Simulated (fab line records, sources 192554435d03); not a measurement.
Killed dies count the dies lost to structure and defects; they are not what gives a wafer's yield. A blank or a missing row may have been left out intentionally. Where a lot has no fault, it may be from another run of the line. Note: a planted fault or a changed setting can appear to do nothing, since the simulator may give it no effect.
Struck lot and sound lot, side by side -- flow n5Finfet -- 20 steps out of a route of 1938
Sound: these wafers, L810.3, L810.4, L810.6. The struck wafers were L814.1, L814.4, L814.5. The cause is given at the end.
Each step with rows lists, per side, the tool, then ch with its chambers, then its first start. Under that, the readings that differ: sound wafers -- struck wafers -- difference of the means -- sigmas: that difference in standard deviations of wafers without a fault.
alike: readings with means less than 2 such deviations apart, plus words and numbers identical on both sides. not compared: withheld readings, readings lacking a value on some wafer, bounds such as >300 that could conceal the same value, and numbers that have no deviation in the record and whose values overlap.
The two part at a step that has a row with sigmas, a row that says differs or no value, or rows on one side only. Numbers that have no deviation but don't overlap get no sigmas and don't part them. A reading that every wafer of one side lacks parts them only if that side has two wafers or more.

first, 8 steps without rows for these wafers: N5_BEOL_M14_DESCUM_15 (chemistry O2, time 7.9 s); N5_BEOL_M14_ETCH_59 (etches BARC in N2/H2, target depth 89 nm, overetch 26.7 nm, time 67.9 s); N5_BEOL_M14_VIA_ETCH_16 (etches SiO2 in C4F8/O2/Ar, target depth 1231.3 nm); N5_BEOL_M14_STRIP_63 (strips in O2); N5_BEOL_M14_STRIP_64 (strips in O2); N5_BEOL_M14_STRIP_71 (strips in post etch residue remover, time 60 s); N5_BEOL_M14_SRD_72 (time 30 s, dry time 30 s); N5_BEOL_M14_COAT_65 (time 60 s, resist thk 450 nm).
N5_BEOL_M14_COAT_66: time 60 s, resist thk 110 nm.
  sound on lithoTrack-01 ch 0, day 12 14:13; struck on lithoTrack-01 ch 0, day 13 19:38
reading,sound,struck,difference,sigmas
spinSpeedRpm (rpm),1501.6 1499.3 1500.7,1778.0 1778.1 1779.7,+278.1,+99 or more
model.SiARC_of_BEOL_M14_COAT_66.thkNm (nm),110.2 110.2 110.4,100.8 101.2 101,-9.3,
  alike: heaterPowerTotalW
then, 8 steps without rows for these wafers: N5_BEOL_M14_COAT_22 (resist thk 300 nm); N5_BEOL_M14_EBR_24; N5_BEOL_M14_SOFTBAKE_23 (time 60 s); N5_BEOL_M14_EXPOSE_25 (exposes mask M14, target cd 280 nm); N5_BEOL_M14_PEB_26 (peb time 90 s); N5_BEOL_M14_DEVELOP_27 (develop time 45 s); N5_BEOL_M14_HARDBAKE_32 (time 120 s); N5_BEOL_M14_DESCUM_33 (chemistry O2, time 7.9 s).
N5_BEOL_M14_ETCH_67: etches SiARC in CF4, target depth 143 nm, time 238.3 s.
  sound on rieDiel-01 ch 0,3, day 12 14:49; struck on rieDiel-04 ch 0,1,3, day 13 20:11
reading,sound,struck,difference,sigmas
etchRfOnTimeS (s),241 240 243,211 215 220,-26,-7
showerheadPlenumPTorr (Torr),2.02 2.17 2.02,2.27 2.13 2.19,+0.13,+2
model.etch.depthNm (nm),110.2 110.2 110.4,100.9 101.1 101,-9.3,
model.coat_of_BEOL_M14_COAT_22.thkNm (nm),211.6 212.8 211.4,216.6 217 217.6,+5.1,
  alike: drypumpMotorCurrentA, oesProductAu, rfVppV, throttleValvePct
  not compared: rfHoursCounterH
N5_BEOL_M14_ETCH_68: etches SOC in N2/H2, time 450 s.
  sound on rieDiel-01 ch 0,3, day 12 14:58; struck on rieDiel-04 ch 0,1,3, day 13 20:19
reading,sound,struck,difference,sigmas
showerheadPlenumPTorr (Torr),2.40 2.57 2.40,2.71 2.53 2.60,+0.16,+2
model.SiARC_of_BEOL_M14_COAT_66.thkNm (nm),66 65.2 66,55 57 57,-9,
  alike: drypumpMotorCurrentA, oesProductAu, rfVppV, throttleValvePct
  not compared: rfHoursCounterH
then, 1 step without rows for these wafers: N5_BEOL_M14_STRIP_69 (strips in N2/H2).

== WHERE THEY PART ==
At N5_BEOL_M14_COAT_66 first; at N5_BEOL_M14_ETCH_68 last (within this record only).

WHY: what had been put in by the simulator
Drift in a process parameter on lithoTrack-01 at N5_BEOL_M14_COAT_66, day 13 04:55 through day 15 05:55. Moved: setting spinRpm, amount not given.
